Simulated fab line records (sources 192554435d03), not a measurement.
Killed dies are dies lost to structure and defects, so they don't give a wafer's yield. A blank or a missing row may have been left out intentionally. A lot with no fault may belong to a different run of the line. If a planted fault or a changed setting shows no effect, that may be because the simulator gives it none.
Chamber matching + flow n5_finfet + 4 sister chambers for N5_BEOL_M0_SAQP_DESCUM_45 on rie_diel-06
The step chemistry O2, time 7 s. 7 wafers are shown with their chamber, then 7 later ones without.

== WAFERS, EACH WITH ITS CHAMBER ==
| wafer  | chamber | drypump_motor_current_A (A) | throttle_valve_pct (%) |
|--------|---------|-----------------------------|------------------------|
| L074.2 | 2       | 5.31                        | 20.87                  |
| L085.4 | 1       | 5.64                        | 20.54                  |
| L087.6 | 1       | 5.65                        | 20.55                  |
| L090.1 | 0       | 5.57                        | 20.23                  |
| L090.4 | 0       | 5.57                        | 20.23                  |
| L091.4 | 3       | 5.87                        | 20.29                  |
| L091.5 | 3       | 5.89                        | 20.29                  |

== WAFERS MISSING THEIR CHAMBER ==
| wafer  | drypump_motor_current_A (A) | throttle_valve_pct (%) |
|--------|-----------------------------|------------------------|
| L091.6 | 5.33                        | 20.46                  |
| L094.1 | 5.63                        | 20.56                  |
| L094.3 | 5.89                        | 20.30                  |
| L094.5 | 5.86                        | 20.29                  |
| L097.2 | 5.55                        | 20.28                  |
| L097.3 | 5.85                        | 20.33                  |
| L097.5 | 5.34                        | 20.48                  |

== WHICH CHAMBER EACH WENT THROUGH ==
| wafer  | from the rows above | in truth                   |
|--------|---------------------|----------------------------|
| L091.6 | 1                   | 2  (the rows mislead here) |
| L094.1 | 1                   | 1                          |
| L094.3 | 3                   | 3                          |
| L094.5 | 3                   | 3                          |
| L097.2 | 0                   | 0                          |
| L097.3 | 3                   | 3                          |
| L097.5 | 1                   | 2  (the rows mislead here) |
Placed correctly: 5 of 7. Left unplaced by these rows: 0. 2 placed wrongly.
How it was worked out, from the rows above alone: a wafer's distance from a chamber is the root of the sum, over the readings, of the square of ((its reading less the chamber's mean) divided by the reading's scatter). The wafer belongs to the nearest chamber; if the next one is less than 2 further off, it can't be placed. Each chamber's mean is taken over the wafers shown for it. How the scatter is found: for the shown wafers, subtract from each reading the mean of its chamber, square and add these, divide the total by (wafers less chambers), then take the root.
